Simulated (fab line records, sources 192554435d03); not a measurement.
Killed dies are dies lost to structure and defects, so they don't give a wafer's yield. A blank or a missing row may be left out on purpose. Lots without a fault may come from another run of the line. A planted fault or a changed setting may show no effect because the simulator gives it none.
Chamber matching | flow n5_finfet | N5_BEOL_M1_PECVD_72 on pecvd-04: 3 sister chambers
The step deposits SiO2 from TEOS/O2, target thk 16 nm, time 18 s. 3 wafers are shown with their chamber, then 11 later ones without.

WAFERS WITH THEIR CHAMBER
wafer  | chamber | showerhead_plenum_p_Torr (Torr)
L083.6 | 0       | 8.80
L086.5 | 2       | 8.79
L087.1 | 1       | 8.92

WAFERS WITHOUT THEIR CHAMBER
wafer  | showerhead_plenum_p_Torr (Torr)
L087.5 | 8.89
L087.6 | 8.78
L089.1 | 8.78
L089.4 | 8.91
L089.5 | 8.77
L091.2 | 8.92
L091.3 | 8.78
L091.6 | 8.80
L096.2 | 8.88
L096.4 | 8.81
L096.6 | 8.93

WHICH CHAMBER EACH WENT THROUGH
wafer  | from the rows above     | in truth
L087.5 | 1                       | 1
L087.6 | can't be placed: 2 or 0 | 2
L089.1 | can't be placed: 2 or 0 | 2
L089.4 | 1                       | 1
L089.5 | can't be placed: 2 or 0 | 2
L091.2 | 1                       | 1
L091.3 | can't be placed: 2 or 0 | 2
L091.6 | can't be placed: 0 or 2 | 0
L096.2 | 1                       | 1
L096.4 | can't be placed: 0 or 2 | 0
L096.6 | 1                       | 1
Placed correctly: 5 of 11. Can't be placed from these rows: 6 (the true chamber is among the candidates in 6). Placed wrongly: 0.
How it was worked out, from the rows above alone: a wafer's distance from a chamber is the root of the sum, over the readings, of the square of ((its reading less the chamber's mean) divided by the reading's scatter). The wafer belongs to the nearest chamber; if the next one is less than 2 further off, it can't be placed. A chamber's mean is the mean of its shown wafers. The scatter: with one shown wafer a chamber, the root of the mean of the squares of how far each hidden wafer lies from its nearest shown one.
